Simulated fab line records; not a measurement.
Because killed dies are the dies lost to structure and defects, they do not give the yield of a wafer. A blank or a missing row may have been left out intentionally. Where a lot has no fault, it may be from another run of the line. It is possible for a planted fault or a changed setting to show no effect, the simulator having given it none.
What tool caused it? | flow n5 finfet | 11 lots, 33 wafers sampled, at 3 steps of a route of 1938

WHAT THE GAUGES READ, wafer by wafer
N5_BEOL_M6_INSPECT_58: inspects for defects (darkfield). Usual: raw defect count at 64, with a standard deviation of 19.
lot  | measured     | on                | raw defect count | flag
L318 | day 9 06:02  | defect inspect-02 | 92 84 108        |
L321 | day 9 19:11  | defect inspect-02 | 103 63 74        |
L325 | day 10 13:32 | defect inspect-01 | 38 67 58         |
L326 | day 10 20:46 | defect inspect-01 | 58 59 92         |
L327 | day 11 04:36 | defect inspect-01 | 47 80 57         |
L329 | day 11 15:55 | defect inspect-01 | 90 80 77         |
L330 | day 12 01:07 | defect inspect-01 | 54 79 42         |
L334 | day 12 17:10 | defect inspect-02 | 32 29 28         |
L333 | day 12 18:46 | defect inspect-01 | 66 71 68         |
L337 | day 13 19:46 | defect inspect-01 | 62 33 82         |
L340 | day 14 08:13 | defect inspect-01 | 86 83 63         |

WHICH TOOL RAN EACH LOT (tool, then ch and the chambers of the sampled wafers, then the start)
lot  | N5_BEOL_M6_VIA_ETCH_34             | N5_BEOL_M6_SPUTTER_48
L318 | rie diel-01 ch 0,2,3, day 9 03:15  | pvd sputter-01, day 9 05:00
L321 | rie diel-01 ch 1,2,3, day 9 15:33  | pvd sputter-03, day 9 18:10
L325 | rie diel-03 ch 0,3, day 10 10:21   | pvd sputter-03, day 10 12:10
L326 | rie diel-03 ch 1,2, day 10 18:02   | pvd sputter-03, day 10 19:48
L327 | rie diel-03 ch 0,2,3, day 11 01:31 | pvd sputter-02, day 11 03:38
L329 | rie diel-01 ch 1,2,3, day 11 11:31 | pvd sputter-03, day 11 14:55
L330 | rie diel-03 ch 0,2,3, day 11 21:56 | pvd sputter-03, day 11 23:34
L334 | rie diel-03 ch 0,2,3, day 12 13:36 | pvd sputter-03, day 12 15:42
L333 | rie diel-01 ch 0,2,3, day 12 16:02 | pvd sputter-01, day 12 17:38
L337 | rie diel-04 ch 0,3, day 13 15:33   | pvd sputter-03, day 13 17:28
L340 | rie diel-01 ch 2,3, day 14 04:56   | pvd sputter-03, day 14 07:14
- N5_BEOL_M6_VIA_ETCH_34: etches SiCOH lowk in C4F6/O2, target depth 126.3 nm, time 50.9 s.
- N5_BEOL_M6_SPUTTER_48: material Cu, target thk 10 nm, time 1.667 s.

AS READ BY THE TOOLS THEMSELVES (means over the sampled wafers that have a number; for cases with no such wafer, the mark the record gives instead)
N5_BEOL_M6_VIA_ETCH_34. Usual: drypump motor current A 5.7 A, standard deviation 0.48; oes product au 0.77 a.u., standard deviation 0.081; rf fwd power W 341.8 W, standard deviation 1.4; rf vpp V 675 V, standard deviation 19; showerhead plenum p Torr 2.89 Torr, standard deviation 0.11; throttle valve pct 20.97 %, standard deviation 0.17.
lot  | tool        | drypump motor current A (A) | oes product au (a.u.) | rf fwd power W (W) | rf vpp V (V) | showerhead plenum p Torr (Torr) | throttle valve pct (%) | flag
L318 | rie diel-01 | 5.7                         | 0.83                  | 341.9              | 682          | 2.96                            | 20.90                  |
L321 | rie diel-01 | 5.5                         | 0.79                  | 342.6              | 678          | 2.89                            | 20.94                  |
L325 | rie diel-03 | 5.8                         | 0.68                  | 339.6              | 689          | 2.93                            | 21.33                  |
L326 | rie diel-03 | 5.7                         | 0.80                  | 341.2              | 675          | 2.82                            | 20.82                  |
L327 | rie diel-03 | 6.0                         | 0.71                  | 342.0              | 679          | 2.86                            | 21.17                  |
L329 | rie diel-01 | 5.5                         | 0.76                  | 342.4              | 678          | 2.88                            | 20.96                  |
L330 | rie diel-03 | 6.0                         | 0.70                  | 340.4              | 679          | 2.85                            | 21.18                  |
L334 | rie diel-03 | 6.0                         | 0.69                  | 340.5              | 679          | 2.85                            | 21.19                  |
L333 | rie diel-01 | 5.7                         | 0.79                  | 342.6              | 680          | 2.94                            | 20.96                  |
L337 | rie diel-04 | 5.2                         | 0.74                  | 342.1              | 658          | 2.82                            | 21.06                  |
L340 | rie diel-01 | 5.2                         | 0.80                  | 341.0              | 679          | 2.97                            | 21.01                  |

N5_BEOL_M6_SPUTTER_48. Usual: throttle valve pct at 29.6 %, with a standard deviation of 1.
lot  | tool           | throttle valve pct (%) | flag
L318 | pvd sputter-01 | 30.6                   |
L321 | pvd sputter-03 | 28.4                   |
L325 | pvd sputter-03 | 30.2                   |
L326 | pvd sputter-03 | 28.4                   |
L327 | pvd sputter-02 | 30.6                   |
L329 | pvd sputter-03 | 28.6                   |
L330 | pvd sputter-03 | 29.7                   |
L334 | pvd sputter-03 | 29.3                   |
L333 | pvd sputter-01 | 29.2                   |
L337 | pvd sputter-03 | 30.0                   |
L340 | pvd sputter-03 | 28.9                   |

THE ANSWER, worked out from the rows above alone
Rule: take the mean of a lot's wafers that have a number; if it is more than 3 standard deviations from the usual mean, the lot is off. Also off: a lot with no number at a reading for which 4 or more lots have one. Any other lot the step has rows for is counted as sound. First the gauges in route order, then the tools' own readings, where a lot's mean is used as printed above. The first step at which some lot is off is used, and at that step the reading that is off furthest; a lot without a number counts as furthest.
No lot is off on any of the readings shown, so nothing can be concluded from this.

WHAT THE SIMULATOR PUT IN
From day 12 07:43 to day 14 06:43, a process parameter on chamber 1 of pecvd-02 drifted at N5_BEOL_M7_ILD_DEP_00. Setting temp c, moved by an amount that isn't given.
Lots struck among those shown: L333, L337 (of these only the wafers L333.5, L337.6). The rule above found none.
